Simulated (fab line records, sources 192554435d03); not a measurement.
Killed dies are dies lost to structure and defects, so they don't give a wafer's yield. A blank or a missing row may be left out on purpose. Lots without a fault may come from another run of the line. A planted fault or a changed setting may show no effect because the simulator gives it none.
Chamber matching | flow n5_finfet | N5_BEOL_M3_ETCH_70 on rie_diel-01: 4 sister chambers
The step etches SOC in N2/H2, target depth 80 nm, overetch 16 nm, time 120 s. 8 wafers are shown with their chamber, then 9 later ones without.

WAFERS WITH THEIR CHAMBER
wafer  | chamber | showerhead_plenum_p_Torr (Torr) | drypump_motor_current_A (A)
L085.3 | 1       | 2.70                            | 5.7
L089.1 | 0       | 2.55                            | 6.4
L088.1 | 2       | 2.60                            | 5.7
L088.4 | 1       | 2.69                            | 5.8
L088.6 | 0       | 2.55                            | 6.5
L090.3 | 3       | 2.48                            | 5.3
L090.4 | 2       | 2.60                            | 5.7
L090.6 | 3       | 2.48                            | 5.4

WAFERS WITHOUT THEIR CHAMBER
wafer  | showerhead_plenum_p_Torr (Torr) | drypump_motor_current_A (A)
L091.2 | 2.68                            | 5.7
L091.4 | 2.55                            | 6.5
L091.6 | 2.68                            | 5.7
L094.2 | 2.55                            | 6.4
L094.3 | 2.68                            | 5.7
L094.6 | 2.47                            | 5.3
L092.4 | 2.68                            | 5.7
L092.5 | 2.47                            | 5.4
L092.6 | 2.60                            | 5.7

WHICH CHAMBER EACH WENT THROUGH
wafer  | from the rows above | in truth
L091.2 | 1                   | 1
L091.4 | 0                   | 0
L091.6 | 1                   | 1
L094.2 | 0                   | 0
L094.3 | 1                   | 1
L094.6 | 3                   | 3
L092.4 | 1                   | 1
L092.5 | 3                   | 3
L092.6 | 2                   | 2
Placed correctly: 9 of 9. Can't be placed from these rows: 0. Placed wrongly: 0.
How it was worked out, from the rows above alone: a wafer's distance from a chamber is the root of the sum, over the readings, of the square of ((its reading less the chamber's mean) divided by the reading's scatter). The wafer belongs to the nearest chamber; if the next one is less than 2 further off, it can't be placed. A chamber's mean is the mean of its shown wafers. The scatter: the root of (the sum of the squares of (reading less its chamber's mean) over the shown wafers, divided by (wafers less chambers)).
